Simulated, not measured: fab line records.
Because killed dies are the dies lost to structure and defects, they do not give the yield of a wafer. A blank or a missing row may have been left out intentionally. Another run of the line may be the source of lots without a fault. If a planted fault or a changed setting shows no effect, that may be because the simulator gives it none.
Chamber matching -- flow nandHarc -- NHARC_P_BONDPAD_ETCH_37 on rieDiel-12: 4 sister chambers
The step etches the open film in N2/H2, target depth 60 nm, overetch 18 nm, time 65.91 s. 20 wafers are shown with their chamber, then 10 later ones without.

== WAFERS WITH THEIR CHAMBER ==
wafer,chamber,rfVppV (V),oesProductAu (a.u.),throttleValvePct (%)
L078.1,2,433.0,0.985,14.170
L078.3,0,433.5,1.003,14.178
L078.5,2,433.6,0.995,14.145
L081.1,1,434.2,1.006,14.159
L081.2,3,430.7,1.024,14.180
L081.3,2,431.6,0.997,14.177
L082.3,1,434.9,1.009,14.168
L082.4,3,428.9,1.019,14.165
L082.5,0,435.9,1.005,14.164
L083.1,0,435.4,1.012,14.168
L083.4,2,432.2,0.991,14.177
L083.6,0,432.9,1.014,14.187
L086.1,0,433.1,1.014,14.163
L086.4,2,432.6,0.996,14.171
L086.6,1,435.0,1.004,14.182
L088.2,2,432.2,0.990,14.169
L088.3,0,431.3,1.006,14.184
L088.5,2,433.1,0.982,14.177
L089.3,3,431.0,1.010,14.172
L089.4,3,428.5,1.009,14.170

SIGNATURES (averages over the wafers above)
reading,chamber 0,chamber 1,chamber 2,chamber 3,scatter within a chamber
rfVppV,433.683,434.700,432.614,429.775,1.18
oesProductAu,1.00900,1.00633,0.99086,1.01550,0.0055
throttleValvePct,14.17400,14.16967,14.16943,14.17175,0.0103
Rule: a wafer lies at a distance from a chamber equal to the root of the sum of squares, over the readings, of (its reading less the chamber's mean, divided by the reading's scatter). If the next closest chamber is less than 2 further off than the closest, the wafer can't be placed; otherwise it belongs to the closest. The scatter: take each reading less its chamber's mean, square it, sum over the shown wafers, divide by the number of wafers less the number of chambers, and take the root.

== WAFERS WITH NO CHAMBER GIVEN ==
wafer,rfVppV (V),oesProductAu (a.u.),throttleValvePct (%)
L089.5,431.9,0.993,14.174
L091.1,433.4,1.002,14.182
L091.3,432.1,0.994,14.168
L091.4,431.3,1.004,14.179
L093.3,429.1,1.009,14.169
L093.5,433.0,0.993,14.167
L093.6,428.5,1.004,14.192
L096.1,432.4,0.980,14.176
L096.5,432.0,0.973,14.160
L096.6,435.2,0.992,14.162

== WHICH CHAMBER EACH ONE RAN IN ==
wafer,from the rows above,in truth
L089.5,2,2
L091.1,can't be placed: 0 or 1 or 2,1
L091.3,2,2
L091.4,can't be placed: 0 or 3 or 2 or 1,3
L093.3,3,3
L093.5,2,2
L093.6,can't be placed: 3 or 2 or 0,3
L096.1,2,2
L096.5,2,2
L096.6,can't be placed: 2 or 1 or 0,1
Placed correctly: 6 of 10. From these rows, 4 cannot be placed; in 4 the true chamber is one of the candidates. 0 placed wrongly.
